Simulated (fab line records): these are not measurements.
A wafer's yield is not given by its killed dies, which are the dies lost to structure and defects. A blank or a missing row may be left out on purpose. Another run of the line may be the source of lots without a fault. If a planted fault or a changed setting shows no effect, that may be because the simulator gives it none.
Which tool did it? + flow nand harc + 36 wafers from 12 lots sampled at 5 of the route's 1159 steps

== WHAT EACH GAUGE READ, for each wafer ==
NHARC_A_SLIT_CD_MEAS_09 targets a cd of 300 nm.
| lot  | measured     | on        | cd nm (nm)        |
|------|--------------|-----------|-------------------|
| L964 | day 14 18:12 | cd sem-03 | 300.0 300.0 300.1 |
| L965 | day 14 18:29 | cd sem-02 | 300.1 300.3 300.5 |
| L963 | day 14 20:20 | cd sem-03 | 299.6 299.5 299.7 |
| L973 | day 17 02:16 | cd sem-03 | 300.2 299.8 299.8 |
| L972 | day 17 02:07 | cd sem-02 | 299.3 298.8 299.0 |
| L980 | day 18 08:24 | cd sem-03 | 299.4 299.6 300.0 |
| L979 | day 18 06:48 | cd sem-02 | 299.7 298.7 300.0 |
| L978 | day 19 02:50 | cd sem-01 | 300.6 300.5 300.2 |
| L982 | day 19 07:35 | cd sem-01 | 300.1 299.5 300.0 |
| L983 | day 19 06:37 | cd sem-01 | 300.2 300.4 300.0 |
| L985 | day 19 21:01 | cd sem-01 | 300.2 300.6 300.3 |
| L984 | day 19 22:18 | cd sem-03 | 300.4 299.0 300.6 |

NHARC_END_SORT_01.
| lot  | measured     | on        | killed at array | killed at other | killed at periphery | killed dies | killed open | killed short |
|------|--------------|-----------|-----------------|-----------------|---------------------|-------------|-------------|--------------|
| L973 | day 21 23:27 | prober-01 | 19 13 18        | 0 0 0           | 4 1 5               | 23 14 23    | 4 2 5       | 4 1 3        |
| L978 | day 23 21:28 | prober-02 | 33              | 1               | 2                   | 36          | 6           | 2            |

== EACH LOT AND THE TOOL THAT RAN IT (in order: tool; ch and the chambers of the sampled wafers; start) ==
| lot  | NHARC_A_SGD_CUT_ETCH_58            | NHARC_A_SLIT_ETCH_24               | NHARC_A_WL_FILL_CVD_23           |
|------|------------------------------------|------------------------------------|----------------------------------|
| L964 | rie diel-13 ch 0,2,3, day 14 08:47 | rie diel-05 ch 0,1,3, day 14 18:30 | lpcvd poly-04 ch 0, day 15 23:10 |
| L965 | rie diel-13 ch 0,2, day 14 09:58   | rie diel-09 ch 0,1, day 14 18:47   | lpcvd poly-04 ch 0, day 15 23:10 |
| L963 | rie diel-12 ch 2,3, day 14 10:13   | rie diel-05 ch 0,2,3, day 14 20:39 | lpcvd poly-04 ch 0, day 16 06:39 |
| L973 | rie diel-12 ch 0,2, day 16 14:34   | rie diel-06 ch 0,1, day 17 02:32   | lpcvd poly-04, day 18 10:22      |
| L972 | rie diel-02 ch 0,1,3, day 16 14:44 | rie diel-05 ch 0,2,3, day 17 02:23 | lpcvd poly-04, day 18 07:14      |
| L980 | rie diel-12 ch 0,1,2, day 17 17:49 | rie diel-05 ch 1,2,3, day 18 08:40 | lpcvd poly-04 ch 0, day 19 15:51 |
| L979 | rie diel-13 ch 2,3, day 17 23:36   | rie diel-06 ch 0,2,3, day 18 07:04 | lpcvd poly-04 ch 0, day 19 15:51 |
| L978 | rie diel-13 ch 1,2,3, day 18 16:02 | rie diel-06 ch 1,2, day 19 03:07   | lpcvd poly-02 ch 0, day 20 05:28 |
| L982 | rie diel-02 ch 0,1,2, day 18 20:28 | rie diel-05 ch 1,2,3, day 19 07:52 | lpcvd poly-01 ch 0, day 20 19:02 |
| L983 | rie diel-12 ch 0,1,3, day 18 20:49 | rie diel-05 ch 0,2,3, day 19 06:53 | lpcvd poly-01 ch 0, day 20 19:02 |
| L985 | rie diel-13 ch 0,2,3, day 19 11:02 | rie diel-05 ch 2,3, day 19 21:17   | lpcvd poly-04 ch 0, day 21 14:53 |
| L984 | rie diel-12 ch 0,1,3, day 19 11:26 | rie diel-06 ch 0,2,3, day 19 22:35 | lpcvd poly-02 ch 0, day 21 09:38 |
- NHARC_A_SGD_CUT_ETCH_58: etches the open film in CF4, target depth 39 nm, time 65 s.
- NHARC_A_SLIT_ETCH_24: etches the open film in CF4/CHF3, target depth 121 nm, time 60.5 s.
- NHARC_A_WL_FILL_CVD_23: deposits poly-Si, target thk 40 nm, time 800 s.

== WHAT THE TOOLS THEMSELVES READ (means of the sampled wafers that have a number; where no wafer has one, the mark that the record gives instead) ==
NHARC_A_SGD_CUT_ETCH_58.
| lot  | tool        | cf4 flow sccm (sccm) | drypump motor current A (A) | oes product au (a.u.) | rf vpp V (V) | showerhead plenum p Torr (Torr) | throttle valve pct (%) |
|------|-------------|----------------------|-----------------------------|-----------------------|--------------|---------------------------------|------------------------|
| L964 | rie diel-13 | 150.2                | 5.9                         | 1.000                 | 151.6        | 1.80                            | 13.280                 |
| L965 | rie diel-13 | 149.7                | 5.7                         | 0.996                 | 152.0        | 1.80                            | 13.282                 |
| L963 | rie diel-12 | 150.4                | 5.2                         | 1.001                 | 150.7        | 1.76                            | 13.284                 |
| L973 | rie diel-12 | 149.9                | 6.1                         | 1.008                 | 153.1        | 1.87                            | 13.284                 |
| L972 | rie diel-02 | 150.0                | 5.9                         | 1.000                 | 151.6        | 1.78                            | 13.288                 |
| L980 | rie diel-12 | 150.2                | 6.1                         | 1.003                 | 152.9        | 1.87                            | 13.286                 |
| L979 | rie diel-13 | 150.0                | 5.8                         | 0.996                 | 152.0        | 1.80                            | 13.286                 |
| L978 | rie diel-13 | 150.1                | 5.7                         | 0.993                 | 151.4        | 1.78                            | 13.282                 |
| L982 | rie diel-02 | 150.0                | 6.0                         | 0.986                 | 151.7        | 1.75                            | 13.281                 |
| L983 | rie diel-12 | 150.3                | 6.2                         | 0.999                 | 152.4        | 1.82                            | 13.281                 |
| L985 | rie diel-13 | 150.0                | 5.8                         | 0.987                 | 151.5        | 1.79                            | 13.282                 |
| L984 | rie diel-12 | 150.1                | 6.2                         | 0.996                 | 151.4        | 1.82                            | 13.280                 |

NHARC_A_SLIT_ETCH_24.
| lot  | tool        | cf4 flow sccm (sccm) | drypump motor current A (A) | oes product au (a.u.) | rf vpp V (V) | showerhead plenum p Torr (Torr) | throttle valve pct (%) |
|------|-------------|----------------------|-----------------------------|-----------------------|--------------|---------------------------------|------------------------|
| L964 | rie diel-05 | 100.3                | 5.7                         | 0.929                 | 369.9        | 1.56                            | 16.802                 |
| L965 | rie diel-09 | 100.4                | 5.5                         | 0.959                 | 373.5        | 1.67                            | 16.811                 |
| L963 | rie diel-05 | 100.2                | 5.5                         | 0.934                 | 368.5        | 1.51                            | 16.799                 |
| L973 | rie diel-06 | 99.9                 | 5.5                         | 0.974                 | 368.7        | 1.51                            | 16.789                 |
| L972 | rie diel-05 | 100.3                | 5.5                         | 0.974                 | 368.2        | 1.51                            | 16.796                 |
| L980 | rie diel-05 | 100.3                | 5.6                         | 0.971                 | 369.6        | 1.55                            | 16.814                 |
| L979 | rie diel-06 | 100.0                | 5.6                         | 0.977                 | 370.1        | 1.55                            | 16.802                 |
| L978 | rie diel-06 | 100.3                | 5.7                         | 0.958                 | 371.3        | 1.59                            | 16.795                 |
| L982 | rie diel-05 | 100.0                | 5.6                         | 0.978                 | 370.4        | 1.55                            | 16.796                 |
| L983 | rie diel-05 | 99.7                 | 5.5                         | 0.969                 | 368.3        | 1.51                            | 16.804                 |
| L985 | rie diel-05 | 100.0                | 5.3                         | 0.973                 | 369.4        | 1.50                            | 16.804                 |
| L984 | rie diel-06 | 100.0                | 5.6                         | 0.951                 | 369.6        | 1.55                            | 16.798                 |

NHARC_A_WL_FILL_CVD_23.
| lot  | tool          | pressure mtorr (mTorr) | run length s (s) | zone power centre pct (%) | zone power top pct (%) |
|------|---------------|------------------------|------------------|---------------------------|------------------------|
| L964 | lpcvd poly-04 | 200.2                  | 802.2            | 7.2                       | 16.5                   |
| L965 | lpcvd poly-04 | 200.1                  | 802.1            | 7.2                       | 16.6                   |
| L963 | lpcvd poly-04 | 200.2                  | 802.3            | 7.2                       | 16.6                   |
| L973 | lpcvd poly-04 | -                      | -                | -                         | -                      |
| L972 | lpcvd poly-04 | -                      | -                | -                         | -                      |
| L980 | lpcvd poly-04 | 199.5                  | 801.6            | 7.3                       | 16.7                   |
| L979 | lpcvd poly-04 | 199.8                  | 801.6            | 7.2                       | 16.5                   |
| L978 | lpcvd poly-02 | 199.3                  | 802.4            | 9.4                       | 18.8                   |
| L982 | lpcvd poly-01 | 200.1                  | 801.6            | 8.6                       | 17.2                   |
| L983 | lpcvd poly-01 | 199.5                  | 801.8            | 8.6                       | 17.4                   |
| L985 | lpcvd poly-04 | 199.5                  | 801.9            | 7.2                       | 16.6                   |
| L984 | lpcvd poly-02 | 200.1                  | 801.5            | 9.5                       | 18.6                   |

== THE ANSWER, worked out from the rows above alone ==
Rule: what is usual is taken from the lots themselves. Put in order of their means at a reading, lots are off if they are a third of the lots or fewer, leave a main group of 4 or more, and stand apart from it by a gap of 3 or more times the standard deviation of the main group's means; of several such gaps the widest counts. The tables above print the reading to a certain number of digits; a main group whose means all agree to those digits is not used. Also off: a lot with no number at a reading for which 4 or more lots have one. The other lots that the step has rows for count as sound. First the gauges in route order, then the tools' own readings, where a lot's mean is used as printed above. At the first step where some lot is off, the reading lying furthest off is the one used; lots without a number count as furthest.
Off at NHARC_A_WL_FILL_CVD_23 (pressure mtorr): L973, L972. Without a number there: L973, L972. The main group has a mean of 199.8 mTorr with a standard deviation of 0.33.
A tool fits if, at that step or a process step before it, it ran every lot that is off, and no sound lot after the first of them. None of those tried fits.

== WHAT WAS PUT IN BY THE SIMULATOR ==
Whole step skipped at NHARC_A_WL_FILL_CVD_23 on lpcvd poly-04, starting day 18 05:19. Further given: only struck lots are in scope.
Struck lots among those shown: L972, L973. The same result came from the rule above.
